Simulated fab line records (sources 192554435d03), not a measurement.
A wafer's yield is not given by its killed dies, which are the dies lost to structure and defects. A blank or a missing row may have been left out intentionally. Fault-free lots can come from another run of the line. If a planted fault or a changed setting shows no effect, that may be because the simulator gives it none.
Matching of chambers / flow n5_finfet / rie_diel-02 running N5_MOL_CONTACT_COAG_ETCH_124: 4 sister chambers
The step etches SiNx in CH3F/O2, stops on SiOC, target depth 6.5 nm. 16 wafers are shown with their chamber, then 8 later ones without.

== WAFERS WITH THEIR CHAMBER ==
wafer=L074.1; chamber=0; drypump_motor_current_A (A)=5.5; showerhead_plenum_p_Torr (Torr)=2.01; throttle_valve_pct (%)=16.15
wafer=L074.4; chamber=3; drypump_motor_current_A (A)=6.5; showerhead_plenum_p_Torr (Torr)=1.98; throttle_valve_pct (%)=16.41
wafer=L074.5; chamber=3; drypump_motor_current_A (A)=6.5; showerhead_plenum_p_Torr (Torr)=1.98; throttle_valve_pct (%)=16.41
wafer=L075.3; chamber=0; drypump_motor_current_A (A)=5.5; showerhead_plenum_p_Torr (Torr)=2.01; throttle_valve_pct (%)=16.16
wafer=L075.4; chamber=3; drypump_motor_current_A (A)=6.4; showerhead_plenum_p_Torr (Torr)=1.98; throttle_valve_pct (%)=16.42
wafer=L075.6; chamber=2; drypump_motor_current_A (A)=4.7; showerhead_plenum_p_Torr (Torr)=2.10; throttle_valve_pct (%)=15.97
wafer=L077.2; chamber=0; drypump_motor_current_A (A)=5.5; showerhead_plenum_p_Torr (Torr)=2.01; throttle_valve_pct (%)=16.16
wafer=L077.3; chamber=3; drypump_motor_current_A (A)=6.4; showerhead_plenum_p_Torr (Torr)=1.98; throttle_valve_pct (%)=16.42
wafer=L077.5; chamber=0; drypump_motor_current_A (A)=5.5; showerhead_plenum_p_Torr (Torr)=2.01; throttle_valve_pct (%)=16.17
wafer=L078.1; chamber=2; drypump_motor_current_A (A)=4.7; showerhead_plenum_p_Torr (Torr)=2.09; throttle_valve_pct (%)=15.98
wafer=L078.2; chamber=1; drypump_motor_current_A (A)=5.3; showerhead_plenum_p_Torr (Torr)=2.01; throttle_valve_pct (%)=16.29
wafer=L078.6; chamber=1; drypump_motor_current_A (A)=5.3; showerhead_plenum_p_Torr (Torr)=2.01; throttle_valve_pct (%)=16.28
wafer=L082.1; chamber=0; drypump_motor_current_A (A)=5.5; showerhead_plenum_p_Torr (Torr)=2.01; throttle_valve_pct (%)=16.16
wafer=L082.2; chamber=3; drypump_motor_current_A (A)=6.5; showerhead_plenum_p_Torr (Torr)=1.98; throttle_valve_pct (%)=16.43
wafer=L082.3; chamber=1; drypump_motor_current_A (A)=5.3; showerhead_plenum_p_Torr (Torr)=2.01; throttle_valve_pct (%)=16.29
wafer=L087.2; chamber=0; drypump_motor_current_A (A)=5.5; showerhead_plenum_p_Torr (Torr)=2.00; throttle_valve_pct (%)=16.20

SIGNATURES, as means of the wafers listed above
reading=drypump_motor_current_A; chamber 0=5.500; chamber 1=5.300; chamber 2=4.700; chamber 3=6.460; scatter within a chamber=0.0316
reading=showerhead_plenum_p_Torr; chamber 0=2.0083; chamber 1=2.0100; chamber 2=2.0950; chamber 3=1.9800; scatter within a chamber=0.00333
reading=throttle_valve_pct; chamber 0=16.1667; chamber 1=16.2867; chamber 2=15.9750; chamber 3=16.4180; scatter within a chamber=0.0127
Rule: distance of a wafer from a chamber = root of the sum over the readings of ((wafer's reading minus chamber's mean) / reading's scatter) squared. If the next closest chamber is less than 2 further off than the closest, the wafer can't be placed; otherwise it belongs to the closest. The scatter: the root of (the sum of the squares of (reading less its chamber's mean) over the shown wafers, divided by (wafers less chambers)).

== WAFERS WITHOUT THEIR CHAMBER ==
wafer=L087.3; drypump_motor_current_A (A)=6.5; showerhead_plenum_p_Torr (Torr)=1.97; throttle_valve_pct (%)=16.47
wafer=L087.6; drypump_motor_current_A (A)=4.7; showerhead_plenum_p_Torr (Torr)=2.09; throttle_valve_pct (%)=16.00
wafer=L092.1; drypump_motor_current_A (A)=5.3; showerhead_plenum_p_Torr (Torr)=2.00; throttle_valve_pct (%)=16.32
wafer=L092.4; drypump_motor_current_A (A)=5.5; showerhead_plenum_p_Torr (Torr)=2.00; throttle_valve_pct (%)=16.21
wafer=L092.6; drypump_motor_current_A (A)=5.3; showerhead_plenum_p_Torr (Torr)=2.00; throttle_valve_pct (%)=16.33
wafer=L093.1; drypump_motor_current_A (A)=6.5; showerhead_plenum_p_Torr (Torr)=1.97; throttle_valve_pct (%)=16.51
wafer=L093.2; drypump_motor_current_A (A)=4.7; showerhead_plenum_p_Torr (Torr)=2.08; throttle_valve_pct (%)=16.03
wafer=L093.6; drypump_motor_current_A (A)=6.5; showerhead_plenum_p_Torr (Torr)=1.97; throttle_valve_pct (%)=16.48

== EACH ONE'S CHAMBER ==
wafer=L087.3; from the rows above=3; in truth=3
wafer=L087.6; from the rows above=2; in truth=2
wafer=L092.1; from the rows above=1; in truth=1
wafer=L092.4; from the rows above=0; in truth=0
wafer=L092.6; from the rows above=1; in truth=1
wafer=L093.1; from the rows above=3; in truth=3
wafer=L093.2; from the rows above=2; in truth=2
wafer=L093.6; from the rows above=3; in truth=3
Correct placement for 8 of the 8. Not placeable from these rows: 0. Wrongly placed: 0.
